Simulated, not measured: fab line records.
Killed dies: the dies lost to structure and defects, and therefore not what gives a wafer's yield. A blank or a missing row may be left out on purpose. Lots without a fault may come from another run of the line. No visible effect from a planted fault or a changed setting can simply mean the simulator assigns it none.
Matching of chambers / flow nandHarc / aldHk-03 running NHARC_A_CHANNEL_FILL_D1_ALD_16: 4 sister chambers
The step deposits SiO2, target thk 1.5 nm, pulse time 10 s, ald cycles 15. 8 wafers are shown with their chamber, then 8 later ones without.

## WAFERS WITH THEIR CHAMBER
wafer=L087.2; chamber=0; heaterPowerW (W)=516; precursorPulseHeightRel=1.006
wafer=L089.3; chamber=0; heaterPowerW (W)=512; precursorPulseHeightRel=1.016
wafer=L089.4; chamber=2; heaterPowerW (W)=538; precursorPulseHeightRel=0.990
wafer=L089.5; chamber=3; heaterPowerW (W)=446; precursorPulseHeightRel=1.001
wafer=L093.1; chamber=2; heaterPowerW (W)=538; precursorPulseHeightRel=0.976
wafer=L093.2; chamber=1; heaterPowerW (W)=451; precursorPulseHeightRel=1.035
wafer=L093.4; chamber=3; heaterPowerW (W)=462; precursorPulseHeightRel=0.982
wafer=L095.3; chamber=1; heaterPowerW (W)=455; precursorPulseHeightRel=1.005

## WAFERS WITH NO CHAMBER GIVEN
wafer=L095.4; heaterPowerW (W)=467; precursorPulseHeightRel=1.009
wafer=L095.6; heaterPowerW (W)=439; precursorPulseHeightRel=0.992
wafer=L095.1; heaterPowerW (W)=511; precursorPulseHeightRel=0.986
wafer=L095.2; heaterPowerW (W)=497; precursorPulseHeightRel=1.038
wafer=L095.5; heaterPowerW (W)=521; precursorPulseHeightRel=1.016
wafer=L097.3; heaterPowerW (W)=506; precursorPulseHeightRel=0.977
wafer=L097.4; heaterPowerW (W)=470; precursorPulseHeightRel=0.984
wafer=L097.5; heaterPowerW (W)=454; precursorPulseHeightRel=1.021

## THE CHAMBER EACH PASSED THROUGH
wafer=L095.4; from the rows above=can't be placed: 1 or 3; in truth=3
wafer=L095.6; from the rows above=can't be placed: 3 or 1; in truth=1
wafer=L095.1; from the rows above=0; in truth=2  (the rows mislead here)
wafer=L095.2; from the rows above=0; in truth=0
wafer=L095.5; from the rows above=0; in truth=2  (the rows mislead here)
wafer=L097.3; from the rows above=0; in truth=0
wafer=L097.4; from the rows above=can't be placed: 3 or 1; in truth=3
wafer=L097.5; from the rows above=can't be placed: 1 or 3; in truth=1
Placed correctly: 2 of 8. Can't be placed from these rows: 4 (the true chamber is among the candidates in 4). Placed wrongly: 2.
How it was worked out, from the rows above alone: a wafer's distance from a chamber is the root of the sum, over the readings, of the square of ((its reading less the chamber's mean) divided by the reading's scatter). If the next closest chamber is less than 2 further off than the closest, the wafer can't be placed; otherwise it belongs to the closest. A chamber's mean is the mean of its shown wafers. The scatter: the root of (the sum of the squares of (reading less its chamber's mean) over the shown wafers, divided by (wafers less chambers)).
